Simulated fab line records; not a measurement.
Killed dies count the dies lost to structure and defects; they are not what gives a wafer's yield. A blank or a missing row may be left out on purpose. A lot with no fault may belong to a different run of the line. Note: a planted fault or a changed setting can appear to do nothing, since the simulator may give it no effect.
Matching of chambers -- flow nand harc -- 4 sister chambers for NHARC_P_CONTACT_CMP_24 on cmp-03
The step polishes, t overpolish 30 s, target thk 200 nm. 14 wafers are shown with their chamber, then 7 later ones without.

== WAFERS, EACH WITH ITS CHAMBER ==
wafer,chamber,motor current A (A),time to endpoint s (s),overpolish run s (s)
L496.1,3,12.9,45.9,29.999
L496.3,0,13.1,44.3,29.997
L496.5,3,13.3,44.3,30.012
L497.2,0,13.5,40.7,30.006
L497.4,3,12.4,43.1,30.007
L497.5,0,13.0,40.4,30.005
L500.3,3,12.9,38.7,29.991
L500.5,3,13.2,39.6,30.002
L500.6,2,11.4,39.6,30.011
L501.2,2,11.5,36.5,30.021
L501.5,1,13.1,43.4,30.004
L501.6,2,11.3,35.7,30.009
L502.1,0,13.1,40.4,30.031
L502.5,2,11.6,38.2,29.997

SIGNATURES (averages over the wafers above)
reading,chamber 0,chamber 1,chamber 2,chamber 3,scatter within a chamber
motor current A,13.175,13.100,11.450,12.940,0.263
time to endpoint s,41.450,43.400,37.500,42.320,2.41
overpolish run s,30.00975,30.00400,30.00950,30.00220,0.0109
Rule: for each reading, subtract the chamber's mean from the wafer's reading, divide by that reading's scatter and square the result; add these up over the readings and take the root, which gives the wafer's distance from the chamber. If the next closest chamber is less than 2 further off than the closest, the wafer can't be placed; otherwise it belongs to the closest. The scatter: take each reading less its chamber's mean, square it, sum over the shown wafers, divide by the number of wafers less the number of chambers, and take the root.

== WAFERS MISSING THEIR CHAMBER ==
wafer,motor current A (A),time to endpoint s (s),overpolish run s (s)
L502.6,12.8,42.5,29.988
L504.1,12.7,44.5,29.997
L504.3,11.4,36.5,30.001
L504.5,13.5,40.7,30.003
L506.1,12.3,41.2,30.004
L506.3,11.1,35.0,29.996
L506.5,12.8,35.7,30.018

== WHICH CHAMBER EACH WENT THROUGH ==
wafer,from the rows above,in truth
L502.6,can't be placed: 3 or 1 or 0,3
L504.1,can't be placed: 3 or 1 or 0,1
L504.3,2,2
L504.5,can't be placed: 0 or 1 or 3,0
L506.1,can't be placed: 3 or 1 or 0 or 2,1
L506.3,2,2
L506.5,can't be placed: 0 or 3 or 1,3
2 of 7 placed correctly. These rows do not allow placing 5 (true chamber among the candidates in 5). Wrongly placed: 0.
